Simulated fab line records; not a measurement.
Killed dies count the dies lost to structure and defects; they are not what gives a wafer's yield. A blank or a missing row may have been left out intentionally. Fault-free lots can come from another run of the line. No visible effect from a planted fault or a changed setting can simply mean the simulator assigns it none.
fab line records -- flow n5-finfet -- part 2 of 2: steps 19 to 29 of 29
[record] lots = 5, wafers = 15, last-day = 17
route steps=1938 shown HKMG_FIN@456 GATE_CUT@465
lots that met no fault: taken from a fault-free run of the same line
start-h: start of the lot's first displayed wafer, in hours after the record's first day -- wait-h: hours elapsed since this lot's preceding step -- " identical to the entry in the row above -- L1.1+2: a row that stands for several wafers -- - no value present, or no start provided -- * or withheld: withheld -- < > ~ a bound
route shown NAME@n: NAME is a module with steps in the file, n the number in the route of the first one -- usual: mean/standard deviation taken from wafers without a fault -- same: alike in all rows -- chamber/n: place in a boat -- sites: readings site by site -- _std_site: how widely they spread, as a standard deviation -- _edge_site: the outer-site mean with the inner-site mean subtracted -- radius-mm: for every site, how far away it sits from the centre of the wafer -- mask NAME#n: copy n -- behind: tool/chamber where the wafer was last shaped -- hold: why the lot went on hold/how many hours it stayed there/how the hold came to an end -- device: transistor that didn't switch, given as n, p or np -- end of line: the same wafers' tests at the end of the route -- step lacking rows: just its recipe -- killed: the dies lost at the first sort to structure and to defects; this is not the yield of the wafer -- map: shows each die of a wafer: x if killed, . if not, _ if none is there
set.NAME: the setting as run; set.NAME@STEP: as run at that earlier step -- model.NAME: the simulator's own value behind a step, which no gauge read
a table for each step, a row for each wafer; lots at some steps of the route
services: a tool's chamber out of use, with start hour (start-h, from the record's first day; less than 0 if before it), hours out, and reason
[[steps]]
[step N5_GATE_CUT_CMP_02]
[recipe] stop-on = SiO2, t-overpolish-s = 12.7, post-cmp-clean = alkaline-brush, down-force-psi = 2.5, platen-rpm = 51.8, pad-velocity-m-s = 1.0307, target-thk-nm = 0
[usual] motor-current-A = 9.2/0.95, overpolish-run-s = 12.701/0.0096, time-to-endpoint-s = 25.8/2.4
lot.wafer,tool,chamber,start-h,wait-h,motor-current-A,overpolish-run-s,time-to-endpoint-s
L076.2,cmp-03,3,103.67,0.1,9.1,12.685,30.5
L076.1,cmp-03,1,103.67,0.1,10.3,12.722,26.7
L076.5,cmp-03,2,103.67,0.1,7.4,12.699,27.2
L077.3,cmp-04,3,107.68,0.1,10.3,12.708,23.4
L077.4,cmp-04,0,107.68,0.1,10.6,12.701,28.0
L077.1,cmp-04,1,107.68,0.1,8.3,12.708,27.1
L084.1,cmp-01,1,146.02,0.1,8.8,12.690,25.2
L084.2,cmp-01,2,146.02,0.1,8.7,12.703,21.9
L084.5,cmp-01,1,146.02,0.1,9.5,12.710,27.8
L094.4,cmp-04,3,206.58,0.1,9.9,12.710,19.2
L094.5,cmp-04,1,206.58,0.1,8.3,12.704,23.9
L094.6,cmp-04,2,206.58,0.1,8.6,12.700,24.7
L097.4,cmp-03,3,219.53,0.0,9.3,12.688,28.8
L097.2,cmp-03,0,219.53,0.0,9.7,12.719,27.7
L097.6,cmp-03,0,219.53,0.0,9.3,12.689,27.4
[step N5_GATE_CUT_HM_DEP_46]
[recipe] material = SiO2, target-thk-a = 1300, temp-c = 400, precursor = TEOS/O2, pressure-torr = 6.5, rf-w = 900, teos-flow-sccm = 161.4, gas = O2, flow-sccm = 2650, time-s = 26.6
[usual] heater-power-w = 594/120, showerhead-plenum-p-Torr = 8.327/0.019, throttle-valve-pct = 18.5/0.87
lot.wafer,tool,chamber,start-h,wait-h,heater-power-w,showerhead-plenum-p-Torr,throttle-valve-pct
L076.1,pecvd-04,1,103.97,0.0,716,8.312,19.4
L076.2,pecvd-04,0,103.97,0.0,566,8.301,19.7
L076.5,pecvd-04,1,103.97,0.0,712,8.344,19.5
L077.1,pecvd-03,1,107.97,0.0,712,8.306,17.2
L077.3,pecvd-03,2,107.97,0.0,405,8.346,18.5
L077.4,pecvd-03,0,107.97,0.0,636,8.307,18.4
L084.1,pecvd-02,1,146.32,0.0,499,8.343,19.1
L084.2,pecvd-02,0,146.32,0.0,581,8.316,18.3
L084.5,pecvd-02,0,146.32,0.0,602,8.331,18.2
L094.4,pecvd-04,0,206.86,0.1,593,8.301,19.5
L094.5,pecvd-04,2,206.86,0.1,763,8.356,17.8
L094.6,pecvd-04,1,206.86,0.1,824,8.353,19.6
L097.2,pecvd-02,1,219.86,0.0,470,8.328,19.3
L097.4,pecvd-02,0,219.86,0.0,529,8.334,18.4
L097.6,pecvd-02,2,219.86,0.0,395,8.312,17.6
[step N5_GATE_CUT_COAT_34]
[recipe] resist = SOC, temp-c = 250, time-s = 60, spin-rpm = 1500, resist-thk-nm = 60
[usual] plate-temp-C = 250.01/0.21
[same] dispense-pressure-kPa = 51
lot.wafer,tool,chamber,start-h,wait-h,plate-temp-C
L076.1,litho-track-01,0,104.03,0.0,249.83
L076.2,litho-track-01,0,104.03,0.0,250.19
L076.5,litho-track-01,0,104.03,0.0,249.80
L077.1,litho-track-04,0,108.04,0.0,249.66
L077.3,litho-track-04,0,108.04,0.0,249.91
L077.4,litho-track-04,0,108.04,0.0,249.87
L084.1,litho-track-04,0,146.38,0.0,250.03
L084.2,litho-track-04,0,146.38,0.0,249.87
L084.5,litho-track-04,0,146.38,0.0,250.07
L094.4,litho-track-01,0,206.90,0.0,249.89
L094.5,litho-track-01,0,206.90,0.0,249.95
L094.6,litho-track-01,0,206.90,0.0,249.81
L097.2,litho-track-01,0,219.93,0.0,249.81
L097.4,litho-track-01,0,219.93,0.0,249.89
L097.6,litho-track-01,0,219.93,0.0,249.82
[step N5_GATE_CUT_COAT_35]
[recipe] resist = SiARC, temp-c = 220, time-s = 60, spin-rpm = 1500, resist-thk-nm = 10
[usual] plate-temp-C = 219.99/0.2
[same] dispense-pressure-kPa = 51
lot.wafer,tool,chamber,start-h,wait-h,plate-temp-C
L076.1,litho-track-01,0,-,-,219.85
L076.2,litho-track-01,0,-,-,219.73
L076.5,litho-track-01,0,-,-,219.80
L077.1,litho-track-04,0,-,-,220.02
L077.3,litho-track-04,0,-,-,219.65
L077.4,litho-track-04,0,-,-,219.94
L084.1,litho-track-04,0,-,-,220.10
L084.2,litho-track-04,0,-,-,220.06
L084.5,litho-track-04,0,-,-,220.19
L094.4,litho-track-01,0,-,-,220.15
L094.5,litho-track-01,0,-,-,220.05
L094.6,litho-track-01,0,-,-,220.12
L097.2,litho-track-01,0,-,-,220.25
L097.4,litho-track-01,0,-,-,220.19
L097.6,litho-track-01,0,-,-,220.10
[step N5_GATE_CUT_COAT_27]
[recipe] resist = underlayer, temp-c = 205, time-s = 60, spin-rpm = 1500, resist-thk-nm = 10
[usual] plate-temp-C = 205.00/0.16
[same] dispense-pressure-kPa = 51
lot.wafer,tool,chamber,start-h,wait-h,plate-temp-C
L076.1,litho-track-01,0,-,-,204.99
L076.2,litho-track-01,0,-,-,204.88
L076.5,litho-track-01,0,-,-,204.97
L077.1,litho-track-04,0,-,-,205.04
L077.3,litho-track-04,0,-,-,205.12
L077.4,litho-track-04,0,-,-,205.08
L084.1,litho-track-04,0,-,-,205.03
L084.2,litho-track-04,0,-,-,205.00
L084.5,litho-track-04,0,-,-,204.77
L094.4,litho-track-01,0,-,-,205.04
L094.5,litho-track-01,0,-,-,205.14
L094.6,litho-track-01,0,-,-,205.15
L097.2,litho-track-01,0,-,-,205.23
L097.4,litho-track-01,0,-,-,205.17
L097.6,litho-track-01,0,-,-,205.15
[step N5_GATE_CUT_COAT_07]
[recipe] resist = CAR-EUV, spin-rpm = 1500, resist-thk-nm = 30
[same] dispense-pressure-kPa = 51
lot.wafer,tool,chamber,start-h,wait-h
L076.1+2+5,litho-track-01,0,-,-
L077.1+3+4,litho-track-04,0,-,-
L084.1+2+5,litho-track-04,0,-,-
L094.4+5+6,litho-track-01,0,-,-
L097.2+4+6,litho-track-01,0,-,-
[step N5_GATE_CUT_EBR_09]
[recipe] solvent = PGMEA, ebr-width-mm = 1.5
lot.wafer,tool,chamber,start-h,wait-h
L076.1+2+5,litho-track-01,0,-,-
L077.1+3+4,litho-track-04,0,-,-
L084.1+2+5,litho-track-04,0,-,-
L094.4+5+6,litho-track-01,0,-,-
L097.2+4+6,litho-track-01,0,-,-
[step N5_GATE_CUT_SOFTBAKE_08]
[recipe] temp-c = 110, time-s = 60, resist = CAR-EUV
[usual] plate-temp-C = 110.02/0.12
lot.wafer,tool,chamber,start-h,wait-h,plate-temp-C
L076.1,litho-track-01,0,-,-,109.84
L076.2,litho-track-01,0,-,-,110.02
L076.5,litho-track-01,0,-,-,110.02
L077.1,litho-track-04,0,-,-,110.09
L077.3,litho-track-04,0,-,-,109.94
L077.4,litho-track-04,0,-,-,110.22
L084.1,litho-track-04,0,-,-,109.87
L084.2,litho-track-04,0,-,-,109.98
L084.5,litho-track-04,0,-,-,110.02
L094.4,litho-track-01,0,-,-,110.13
L094.5,litho-track-01,0,-,-,110.02
L094.6,litho-track-01,0,-,-,109.98
L097.2,litho-track-01,0,-,-,109.80
L097.4,litho-track-01,0,-,-,109.90
L097.6,litho-track-01,0,-,-,110.09
[step N5_GATE_CUT_EXPOSE_10]
[recipe] mask-id = GATE_CUT, na = 0.33, source-shape = annular, sigma-inner = 0.35, sigma-outer = 0.8, polarization = unpolarized, target-cd-nm = 20, dose-mj = 43.25
[usual] reticle-temp-C = 23.00/0.1
lot.wafer,tool,chamber,start-h,wait-h,mask,reticle-temp-C
L076.1,euv-scanner-01,0,104.29,-,GATE_CUT#0,23.07
L076.2,euv-scanner-01,0,104.29,-,GATE_CUT#0,23.18
L076.5,euv-scanner-01,0,104.29,-,GATE_CUT#0,23.09
L077.1,euv-scanner-01,0,108.17,-,GATE_CUT#0,23.03
L077.3,euv-scanner-01,0,108.17,-,GATE_CUT#0,23.06
L077.4,euv-scanner-01,0,108.17,-,GATE_CUT#0,23.02
L084.1,euv-scanner-02,0,146.64,-,GATE_CUT#0,22.93
L084.2,euv-scanner-02,0,146.64,-,GATE_CUT#0,23.03
L084.5,euv-scanner-02,0,146.64,-,GATE_CUT#0,22.98
L094.4,euv-scanner-01,0,207.06,-,GATE_CUT#0,23.01
L094.5,euv-scanner-01,0,207.06,-,GATE_CUT#0,23.00
L094.6,euv-scanner-01,0,207.06,-,GATE_CUT#0,23.07
L097.2,euv-scanner-01,0,220.20,-,GATE_CUT#0,22.72
L097.4,euv-scanner-01,0,220.20,-,GATE_CUT#0,22.74
L097.6,euv-scanner-01,0,220.20,-,GATE_CUT#0,22.86
[step N5_GATE_CUT_PEB_11]
[recipe] peb-temp-c = 100, peb-time-s = 60, resist = CAR-EUV
[usual] plate-temp-C = 100.05/0.13
lot.wafer,tool,chamber,start-h,wait-h,plate-temp-C
L076.1,litho-track-05,0,104.36,0.1,99.80
L076.2,litho-track-05,0,104.36,0.1,100.01
L076.5,litho-track-05,0,104.36,0.1,99.90
L077.1,litho-track-04,0,108.24,0.1,100.14
L077.3,litho-track-04,0,108.24,0.1,100.41
L077.4,litho-track-04,0,108.24,0.1,100.27
L084.1,litho-track-01,0,146.71,0.1,100.17
L084.2,litho-track-01,0,146.71,0.1,99.77
L084.5,litho-track-01,0,146.71,0.1,100.13
L094.4,litho-track-05,0,207.11,0.0,100.12
L094.5,litho-track-05,0,207.11,0.0,100.07
L094.6,litho-track-05,0,207.11,0.0,100.17
L097.2,litho-track-04,0,220.26,0.1,100.03
L097.4,litho-track-04,0,220.26,0.1,99.93
L097.6,litho-track-04,0,220.26,0.1,100.13
[step N5_GATE_CUT_DEVELOP_12]
[recipe] develop-time-s = 30, developer = TMAH, resist = CAR-EUV, rinse-liquid = surfactant-rinse, dry = air-spin, dev-temp-c = 23
lot.wafer,tool,chamber,start-h,wait-h
L076.1+2+5,litho-track-05,0,-,-
L077.1+3+4,litho-track-04,0,-,-
L084.1+2+5,litho-track-01,0,-,-
L094.4+5+6,litho-track-05,0,-,-
L097.2+4+6,litho-track-04,0,-,-
[[services]]
tool,chamber,start-h,hours,kind
rie-diel-01,-,75.75,4.3,pm
ald-sin-02,3,77.70,2.4,repair
wet-bench-05,-,78.14,4.4,repair
rie-diel-01,3,89.35,5.1,repair
cmp-03,-,90.38,4.7,pm
wet-bench-01,-,91.28,3.3,repair
pecvd-03,1,99.02,4.0,repair
euv-scanner-01,-,102.38,1.0,pm
rie-diel-01,-,103.88,18.9,repair
euv-scanner-01,-,112.98,12.0,pm
rie-diel-01,-,126.93,0.3,repair
euv-scanner-01,-,128.82,0.4,repair
cvd-w-01,-,137.73,0.8,repair
euv-scanner-01,-,138.99,5.4,repair
rie-metal-02,-,141.53,14.6,pm
cvd-w-02,1,156.50,12.8,repair
euv-scanner-01,-,158.53,1.0,pm
rie-metal-03,1,181.20,12.1,repair
cvd-w-01,0,188.47,5.4,repair
pecvd-02,0,192.85,6.5,repair
cmp-03,-,196.27,4.3,pm
rie-diel-01,1,203.57,15.6,repair
cvd-w-02,1,210.55,1.6,repair
euv-scanner-01,-,215.47,1.0,pm
